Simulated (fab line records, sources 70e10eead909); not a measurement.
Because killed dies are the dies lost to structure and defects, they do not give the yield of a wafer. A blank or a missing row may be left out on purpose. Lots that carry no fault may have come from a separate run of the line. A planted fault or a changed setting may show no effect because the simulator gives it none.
The tool behind it: which one? -- flow nand_harc -- 24 lots, 72 wafers sampled, at 5 steps of a route of 1302

WHAT THE GAUGES READ, wafer by wafer
NHARC_A_CONTACT_CD_MEAS_53. Usual: cd_nm at 289.3 nm, with a standard deviation of 0.93.
lot,measured,on,cd_nm (nm),flag
L075,day 21 16:26,cd_sem-03,288.1 288.1 287.9,
L074,day 21 21:58,cd_sem-03,288.8 288.4 288.8,
L076,day 22 08:35,cd_sem-01,290.0 289.3 289.0,
L077,day 22 19:38,cd_sem-01,288.3 290.6 290.1,
L078,day 22 23:40,cd_sem-02,290.8 290.2 290.2,
L079,day 23 10:35,cd_sem-01,290.8 289.7 289.5,
L080,day 23 18:57,cd_sem-02,288.6 288.6 289.5,
L081,day 24 00:39,cd_sem-01,289.3 288.6 288.5,
L082,day 25 05:32,cd_sem-03,289.5 289.9 289.9,
L083,day 25 11:38,cd_sem-03,288.6 290.3 290.6,
L084,day 25 19:55,cd_sem-01,287.7 288.0 288.0,
L086,day 26 03:09,cd_sem-01,287.7 288.7 288.4,
L085,day 26 03:22,cd_sem-01,289.4 290.1 288.6,
L088,day 27 10:44,cd_sem-03,290.1 290.6 290.8,
L087,day 27 10:07,cd_sem-03,290.5 290.3 290.8,
L090,day 28 21:28,cd_sem-01,289.5 289.3 289.9,
L089,day 28 20:24,cd_sem-01,287.4 287.6 288.6,
L091,day 29 11:02,cd_sem-02,288.8 288.2 289.0,
L094,day 29 16:24,cd_sem-01,289.5 290.3 290.3,
L092,day 29 16:48,cd_sem-01,288.6 289.3 289.7,
L093,day 29 22:54,cd_sem-03,289.0 288.6 289.4,
L096,day 30 15:50,cd_sem-01,290.0 290.0 288.7,
L097,day 30 16:17,cd_sem-02,289.1 289.5 289.9,
L095,day 30 20:26,cd_sem-02,288.7 289.7 289.1,

NHARC_A_CONTACT_CD_MEAS_15. Usual: cd_nm at 190.2 nm, with a standard deviation of 0.86.
lot,measured,on,cd_nm (nm),flag
L075,day 22 10:40,cd_sem-01,189.3 190.2 189.0,
L074,day 22 14:31,cd_sem-03,190.5 191.3 190.3,
L076,day 23 02:25,cd_sem-02,191.6 190.1 190.3,
L077,day 23 15:51,cd_sem-02,189.9 190.2 190.7,
L078,day 23 18:16,cd_sem-02,191.9 191.8 190.0,
L079,day 24 05:27,cd_sem-02,189.7 190.1 191.2,
L080,day 24 16:40,cd_sem-03,190.6 190.2 189.9,
L081,day 24 20:40,cd_sem-03,190.0 190.8 190.8,
L082,day 25 22:06,cd_sem-03,189.4 189.6 189.5,
L083,day 26 07:15,cd_sem-01,192.0 190.3 192.1,
L084,day 26 12:47,cd_sem-03,191.2 189.2 191.0,
L086,day 26 20:13,cd_sem-02,190.1 190.5 189.0,
L085,day 26 20:41,cd_sem-01,191.0 190.2 189.0,
L088,day 28 04:43,cd_sem-03,192.0 189.8 191.8,
L087,day 28 02:44,cd_sem-03,190.7 189.7 190.9,
L090,day 29 18:59,cd_sem-02,189.0 190.7 191.1,
L089,day 29 17:15,cd_sem-03,189.8 189.3 190.2,
L091,day 30 06:42,cd_sem-03,191.2 189.8 190.8,
L094,day 30 12:25,cd_sem-02,189.7 190.1 190.9,
L092,day 30 10:14,cd_sem-02,190.4 191.3 191.2,
L093,day 30 16:14,cd_sem-01,190.2 189.3 189.3,
L096,day 31 08:23,cd_sem-03,189.5 190.7 191.1,
L097,day 31 11:06,cd_sem-02,188.5 188.8 190.1,
L095,day 31 17:20,cd_sem-02,191.7 189.7 190.4,

NHARC_A_BLC_CD_MEAS_10: target cd 100 nm. Usual: cd_nm at 99.8 nm, with a standard deviation of 0.79.
lot,measured,on,cd_nm (nm),flag
L075,day 22 13:29,cd_sem-02,98.5 99.6 99.8,
L074,day 22 18:20,cd_sem-03,98.6 99.0 97.8,
L076,day 23 05:22,cd_sem-01,98.6 100.2 99.9,
L077,day 23 18:49,cd_sem-02,100.2 100.0 100.0,
L078,day 23 21:11,cd_sem-01,99.4 100.2 100.2,
L079,day 24 08:17,cd_sem-01,99.7 98.5 100.1,
L080,day 24 19:28,cd_sem-01,100.0 100.4 100.3,
L081,day 24 23:50,cd_sem-02,99.6 101.1 99.4,
L082,day 26 01:07,cd_sem-01,100.0 101.1 100.6,
L083,day 26 10:04,cd_sem-02,99.4 100.7 100.5,
L084,day 26 15:44,cd_sem-03,100.2 100.5 101.0,
L086,day 26 23:21,cd_sem-03,100.3 100.1 98.9,
L085,day 26 23:52,cd_sem-03,100.5 98.9 99.8,
L088,day 28 08:14,cd_sem-03,99.3 98.6 99.6,
L087,day 28 05:38,cd_sem-01,100.2 100.2 100.9,
L090,day 29 21:49,cd_sem-03,101.0 100.6 99.0,
L089,day 29 20:11,cd_sem-03,98.9 99.0 100.6,
L091,day 30 09:52,cd_sem-02,99.5 99.9 101.8,
L094,day 30 15:59,cd_sem-02,101.0 99.9 100.6,
L092,day 30 13:10,cd_sem-02,100.3 99.4 99.4,
L093,day 30 19:12,cd_sem-03,99.3 98.9 100.4,
L096,day 31 11:23,cd_sem-01,99.9 101.0 100.9,
L097,day 31 14:01,cd_sem-03,99.6 99.4 99.5,
L095,day 31 20:47,cd_sem-03,98.7 99.3 99.9,

TOOL THAT RAN EACH LOT (tool first, then ch and the chambers of the sampled wafers, then the start)
lot,NHARC_A_CONTACT_ETCH_51,NHARC_A_CONTACT_ETCH_136
L075,"rie_diel-02 ch 0,3, day 21 16:26 or earlier","har_cap_etch-02 ch 0,1, day 22 09:04"
L074,"rie_diel-13 ch 2,3, day 21 21:58 or earlier","har_cap_etch-01 ch 0,1, day 22 12:55"
L076,"rie_diel-03 ch 1,2,3, day 22 08:35 or earlier","har_cap_etch-02 ch 0,1, day 23 00:54"
L077,"rie_diel-13 ch 1,2,3, day 22 19:38 or earlier","har_cap_etch-03 ch 0,1, day 23 14:16"
L078,"rie_diel-02 ch 0,1, day 22 23:40 or earlier","har_cap_etch-02 ch 0,1, day 23 16:43"
L079,"rie_diel-13 ch 0,1,3, day 23 10:35 or earlier","har_cap_etch-03 ch 0,1, day 24 03:52"
L080,"rie_diel-13 ch 1,2, day 23 18:57 or earlier","har_cap_etch-01 ch 0, day 24 15:04"
L081,"rie_diel-13 ch 0,2,3, day 24 00:39 or earlier","har_cap_etch-03 ch 0,1, day 24 18:41"
L082,"rie_diel-03 ch 0,1,2, day 25 05:32 or earlier","har_cap_etch-03 ch 0, day 25 20:31"
L083,"rie_diel-02 ch 2,3, day 25 11:38 or earlier","har_cap_etch-02 ch 0,1, day 26 05:40"
L084,"rie_diel-02 ch 1,2,3, day 25 19:55 or earlier","har_cap_etch-02 ch 0,1, day 26 11:12"
L086,"rie_diel-02 ch 1,2,3, day 26 03:09 or earlier","har_cap_etch-02 ch 0,1, day 26 18:37"
L085,"rie_diel-03 ch 0,2,3, day 26 03:22 or earlier","har_cap_etch-03 ch 0,1, day 26 19:07"
L088,"rie_diel-13 ch 0,1,3, day 27 10:44 or earlier","har_cap_etch-03 ch 0,1, day 28 03:05"
L087,"rie_diel-02 ch 0,1,3, day 27 10:07 or earlier","har_cap_etch-01 ch 0,1, day 28 01:06"
L090,"rie_diel-13 ch 1,2, day 28 21:28 or earlier","har_cap_etch-03 ch 0,1, day 29 17:04"
L089,"rie_diel-02 ch 0,1,3, day 28 20:24 or earlier","har_cap_etch-01 ch 0,1, day 29 15:42"
L091,"rie_diel-03 ch 2,3, day 29 11:02 or earlier","har_cap_etch-01 ch 0,1, day 30 04:50"
L094,"rie_diel-13 ch 1,2,3, day 29 16:24 or earlier","har_cap_etch-01 ch 0,1, day 30 10:39"
L092,"rie_diel-02 ch 0,2, day 29 16:48 or earlier","har_cap_etch-03 ch 1, day 30 08:39"
L093,"rie_diel-03 ch 1,2, day 29 22:54 or earlier","har_cap_etch-01 ch 0,1, day 30 14:38"
L096,"rie_diel-03 ch 0,2,3, day 30 15:50 or earlier","har_cap_etch-02 ch 0,1, day 31 06:49"
L097,"rie_diel-02 ch 0,1,3, day 30 16:17 or earlier","har_cap_etch-03 ch 0,1, day 31 09:32"
L095,"rie_diel-13 ch 1,2,3, day 30 20:26 or earlier","har_cap_etch-01 ch 0,1, day 31 15:45"
- NHARC_A_CONTACT_ETCH_51: etches the open film in O2/COS, target depth 7000 nm, time 1820 s.
- NHARC_A_CONTACT_ETCH_136: etches the open film in C4F8/O2/Ar, time 311 s, target depth 1912 nm.

WHAT THE TOOLS THEMSELVES READ (means of the sampled wafers that have a number; where no wafer has one, the mark that the record gives instead)
NHARC_A_CONTACT_ETCH_51. Usual: drypump_motor_current_A 5.9 A, standard deviation 0.41; oes_product_au 0.998 a.u., standard deviation 0.015; rf_vpp_V 314.8 V, standard deviation 2.3; showerhead_plenum_p_Torr 3.16 Torr, standard deviation 0.14; throttle_valve_pct 28.329 %, standard deviation 0.0088.
lot,tool,drypump_motor_current_A (A),oes_product_au (a.u.),rf_vpp_V (V),showerhead_plenum_p_Torr (Torr),throttle_valve_pct (%),flag
L075,rie_diel-02,5.5,0.996,315.8,3.23,28.325,
L074,rie_diel-13,6.2,1.003,312.1,3.03,28.317,
L076,rie_diel-03,6.0,1.001,315.5,3.20,28.323,
L077,rie_diel-13,6.2,1.007,314.2,3.11,28.335,
L078,rie_diel-02,5.4,0.987,315.5,3.18,28.342,
L079,rie_diel-13,6.1,0.998,317.3,3.30,28.330,
L080,rie_diel-13,6.4,0.998,316.3,3.26,28.331,
L081,rie_diel-13,6.1,1.013,315.5,3.21,28.328,
L082,rie_diel-03,6.1,1.000,313.3,3.11,28.328,
L083,rie_diel-02,5.6,0.993,314.9,3.17,28.330,
L084,rie_diel-02,5.5,0.990,314.5,3.12,28.325,
L086,rie_diel-02,5.6,0.989,314.4,3.12,28.326,
L085,rie_diel-03,6.0,0.995,313.7,3.08,28.321,
L088,rie_diel-13,6.1,1.000,315.5,3.28,28.324,
L087,rie_diel-02,5.4,0.998,315.0,3.19,28.337,
L090,rie_diel-13,6.5,1.004,315.1,3.15,28.332,
L089,rie_diel-02,5.4,0.996,314.8,3.18,28.329,
L091,rie_diel-03,6.0,0.998,312.7,3.04,28.326,
L094,rie_diel-13,6.2,1.003,315.2,3.24,28.328,
L092,rie_diel-02,5.6,0.981,315.4,3.13,28.334,
L093,rie_diel-03,6.1,0.987,316.3,3.21,28.335,
L096,rie_diel-03,6.0,1.002,312.1,3.05,28.320,
L097,rie_diel-02,5.4,0.998,315.3,3.18,28.332,
L095,rie_diel-13,6.1,1.013,316.5,3.24,28.321,

THE ANSWER, worked out from the rows above alone
Rule: a lot is off if the mean of its wafers that have a number lies more than 3 standard deviations from the usual mean. Also off: a lot with no number at a reading for which 4 or more lots have one. Where the step has rows for the other lots, those lots are counted as sound. After the gauges, taken in route order, come the tools' own readings; for these a lot's mean is taken, as printed above. At the first step where some lot is off, the reading lying furthest off is the one used; lots without a number count as furthest.
No lot is off at any reading shown: from this, nothing can be told.

WHAT THE SIMULATOR HAD PUT IN
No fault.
